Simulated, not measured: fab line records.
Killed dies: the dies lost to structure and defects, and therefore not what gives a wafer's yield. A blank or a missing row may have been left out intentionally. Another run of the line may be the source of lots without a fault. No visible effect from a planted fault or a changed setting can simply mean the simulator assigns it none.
Which tool did it? | flow n5Finfet | 12 lots (36 wafers sampled), 1 step of a 1938-step route

== WHAT THE GAUGES READ, wafer by wafer ==
N5_BEOL_M12_CD_MEAS_10: the cd target is 140 nm.
lot  | measured     | on       | cdNm (nm)
L075 | day 10 19:40 | cdSem-03 | 141.1 141.2 142.0
L076 | day 11 09:03 | cdSem-01 | 140.5 140.1 141.8
L081 | day 12 02:43 | cdSem-01 | 138.8 140.8 140.9
L079 | day 12 12:13 | cdSem-01 | 139.0 140.0 140.5
L083 | day 12 17:25 | cdSem-02 | 139.4 138.9 139.2
L086 | day 13 18:30 | cdSem-03 | 140.7 139.9 141.0
L089 | day 13 23:53 | cdSem-03 | 140.1 139.9 140.2
L088 | day 14 04:44 | cdSem-02 | 141.5 140.3 139.9
L091 | day 15 00:16 | cdSem-02 | 137.8 140.0 138.8
L092 | day 15 04:13 | cdSem-01 | 139.9 138.8 138.1
L095 | day 16 07:22 | cdSem-03 | 139.6 140.2 139.4
L096 | day 16 14:20 | cdSem-01 | 141.9 141.4 141.1

== TOOL THAT RAN EACH LOT (tool first, then ch and the chambers of the sampled wafers, then the start) ==
The record shows no process step preceding these readings.

== THE ANSWER, worked out from the rows above alone ==
Rule: usual is defined by the lots themselves. The widest of any qualifying gaps counts: lots, ordered by their means at a reading, are off when they make up no more than a third of the lots, leave a main group of 4 or more, and stand apart from it by 3 or more times the standard deviation of that group's means. The tables above print the reading to a certain number of digits; a main group whose means all agree to those digits is not used. Also off: a lot with no number at a reading for which 4 or more lots have one. All remaining lots with rows at the step are treated as sound.
Nothing can be told from this: no lot is off at any reading shown.

== WHAT HAD BEEN PUT IN BY THE SIMULATOR ==
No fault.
